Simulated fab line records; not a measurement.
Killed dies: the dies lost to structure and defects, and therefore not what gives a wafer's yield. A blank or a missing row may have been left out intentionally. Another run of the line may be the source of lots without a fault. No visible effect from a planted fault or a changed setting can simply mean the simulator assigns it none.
A struck lot beside a sound one :: flow n5 finfet :: 14 out of 1938 route steps
Sound: wafers L937.1, L937.4, L937.6. Struck: wafer L945.1 (left out: L945.2, L945.6 of the same lot, which were not struck); the cause appears at the end.
For every step that has rows: the tool of each side, followed by ch and its chambers, followed by its first start. Under that, the readings that differ: sound wafers :: struck wafers :: difference of the means :: sigmas: that difference in standard deviations of wafers without a fault.
alike: readings with means less than 2 such deviations apart, plus words and numbers identical on both sides. not compared: withheld readings, readings lacking a value on some wafer, bounds such as >300 that could conceal the same value, and numbers that have no deviation in the record and whose values overlap.
A row with sigmas, a row that says differs or no value, or rows on one side alone: a step with any of these is where the two part. When numbers do not overlap yet have no deviation, they are printed without sigmas and do not part them. A reading that every wafer of one side lacks parts them only if that side has two wafers or more.

first, 5 steps without rows for these wafers: N5_BEOL_M10_EBR_24; N5_BEOL_M10_SOFTBAKE_23 (time 60 s); N5_BEOL_M10_EXPOSE_25 (exposes mask V9); N5_BEOL_M10_PEB_26 (peb time 60 s); N5_BEOL_M10_DEVELOP_27 (develop time 30 s).
N5_BEOL_M10_CD_MEAS_28: the cd target is 70 nm.
  sound on cd sem-01 ch 0, day 12 13:02; struck on cd sem-02 ch 0, day 14 02:51
  alike: cd nm
N5_BEOL_M10_OVL_MEAS_29:
  sound on overlay-01 ch 0, day 12 13:04; struck on overlay-01 ch 0, day 14 02:53
  alike: V9_OVL
N5_BEOL_M10_INSPECT_30: inspects for defects (brightfield).
  struck on defect inspect-01, day 14 02:54; sound on defect inspect-01, day 12 13:05
  alike: raw defect count
N5_BEOL_M10_DESCUM_33: chemistry O2, time 7.9 s.
  sound on rie diel-03 ch 0,1,3, day 12 13:07; struck on rie diel-06 ch 0, day 14 02:56
  alike: drypump motor current A, oes product au, rf fwd power W, rf vpp V, showerhead plenum p Torr, throttle valve pct
  not compared: rf hours counter h
N5_BEOL_M10_ETCH_65: etches SiARC in CF4, target depth 39 nm, time 65 s.
  sound on rie diel-03 ch 0,1,3, day 12 13:10; struck on rie diel-06 ch 0, day 14 02:58
  alike: cf4 flow sccm, drypump motor current A, etch rf on time s, oes product au, rf fwd power W, rf vpp V, showerhead plenum p Torr, throttle valve pct
  not compared: rf hours counter h
N5_BEOL_M10_ETCH_66: etches SOC in N2/H2, target depth 120 nm, overetch 24 nm, time 180 s.
  sound on rie diel-03 ch 0,1,3, day 12 13:13; struck on rie diel-06 ch 0, day 14 03:01
  alike: drypump motor current A, n2 flow sccm, oes product au, rf fwd power W, rf vpp V, run length s, showerhead plenum p Torr, throttle valve pct
  not compared: rf hours counter h
then, 1 step without rows for these wafers: N5_BEOL_M10_STRIP_69 (strips in N2/H2).
N5_BEOL_M10_VIA_ETCH_34: etches SiCOH lowk in C4F6/O2, target depth 184.5 nm, time 69.2 s.
  sound on rie diel-03 ch 0,1,3, day 12 13:20; struck on rie diel-06 ch 0, day 14 03:09
reading: run length s (s)
sound: 92.1 91.8 92.5
struck: 86.0
difference: -6.1
sigmas: -14

reading: model.etch.depth nm (nm)
sound: 179.4 182.4 182.2
struck: 170.2
difference: -11.1
sigmas: 
  alike: drypump motor current A, oes_f_703_au, oes_o_777_au, oes product au, rf vpp V, showerhead plenum p Torr, throttle valve pct
  not compared: rf fwd power W, rf hours counter h, model.SOC_of_BEOL_M10_COAT_63.thk nm
then, 1 step without rows for these wafers: N5_BEOL_M10_STRIP_73 (strips in C4F6/O2).

## WHERE THEY PART
Within this record, at N5_BEOL_M10_VIA_ETCH_34 only.

WHY: what had been put in by the simulator
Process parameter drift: rie diel-06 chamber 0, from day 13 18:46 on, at N5_BEOL_M10_VIA_ETCH_34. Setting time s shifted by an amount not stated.
